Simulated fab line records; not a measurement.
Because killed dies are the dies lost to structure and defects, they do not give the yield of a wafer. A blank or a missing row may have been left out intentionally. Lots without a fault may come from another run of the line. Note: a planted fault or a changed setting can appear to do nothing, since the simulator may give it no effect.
Which tool was responsible?    flow nand harc    15 lots (45 wafers sampled), 1 step of a 1302-step route

## WHAT THE GAUGES READ, wafer by wafer
NHARC_P_GATE_OVL_MEAS_27. Usual: overlay x nm -0.1 nm, standard deviation 0.71; overlay y nm 0.1 nm, standard deviation 0.84.
lot   measured      on          overlay x nm (nm)  overlay y nm (nm)  flag
L366  day 4 21:44   overlay-02  -1.3 -0.5 -0.3     0.6 0.3 0.4        
L367  day 5 13:23   overlay-01  -1.1 -1.4 -1.4     0.9 1.0 0.8        
L369  day 6 02:37   overlay-01  0.4 0.4 0.7        -1.4 -0.8 -1.0     
L377  day 9 16:10   overlay-01  0.1 -0.5 -0.4      -0.1 0.0 0.4       
L378  day 10 08:27  overlay-01  -0.8 -0.4 -0.8     1.0 1.2 1.6        
L379  day 10 08:37  overlay-02  0.6 0.5 0.0        1.0 0.6 1.3        
L381  day 11 01:14  overlay-01  0.7 0.1 0.2        -0.5 -1.6 -1.0     
L380  day 11 02:00  overlay-02  -1.8 -1.6 -1.7     1.2 1.3 1.1        
L382  day 11 18:19  overlay-01  0.4 0.3 0.4        1.0 0.4 0.8        
L384  day 12 13:52  overlay-01  0.3 0.8 0.2        -0.6 -1.0 -1.0     
L385  day 12 20:56  overlay-01  0.4 -0.7 -0.5      0.2 0.2 0.5        
L386  day 13 08:43  overlay-02  0.4 0.6 0.5        0.0 0.3 -0.3       
L387  day 13 14:50  overlay-02  -0.7 -0.7 -0.2     0.0 0.3 0.6        
L388  day 14 04:39  overlay-02  0.0 0.0 0.2        -0.4 -0.3 -0.2     
L389  day 14 11:19  overlay-01  0.8 1.4 0.9        0.4 0.4 0.4        

## WHAT TOOL EACH LOT RAN ON (gives the tool, then ch and the chambers of the sampled wafers, and finally the start)
No process step before these readings appears in the record.

## WHAT THE TOOLS THEMSELVES READ (means of the sampled wafers that have a number; where no wafer has one, the mark that the record gives instead)
The record holds no such reading with a usual standard deviation.

## THE ANSWER, worked out from the rows above alone
Rule: a lot counts as off when the mean over its wafers that have a number is more than 3 standard deviations away from the usual mean. Also off: a lot with no number at a reading for which 4 or more lots have one. Any other lot the step has rows for is counted as sound. First the gauges in route order, then the tools' own readings, where a lot's mean is used as printed above. The first step at which some lot is off is used, and at that step the reading that is off furthest; a lot without a number counts as furthest.
Nothing can be told from this: no lot is off at any reading shown.

## WHAT WAS PUT IN BY THE SIMULATOR
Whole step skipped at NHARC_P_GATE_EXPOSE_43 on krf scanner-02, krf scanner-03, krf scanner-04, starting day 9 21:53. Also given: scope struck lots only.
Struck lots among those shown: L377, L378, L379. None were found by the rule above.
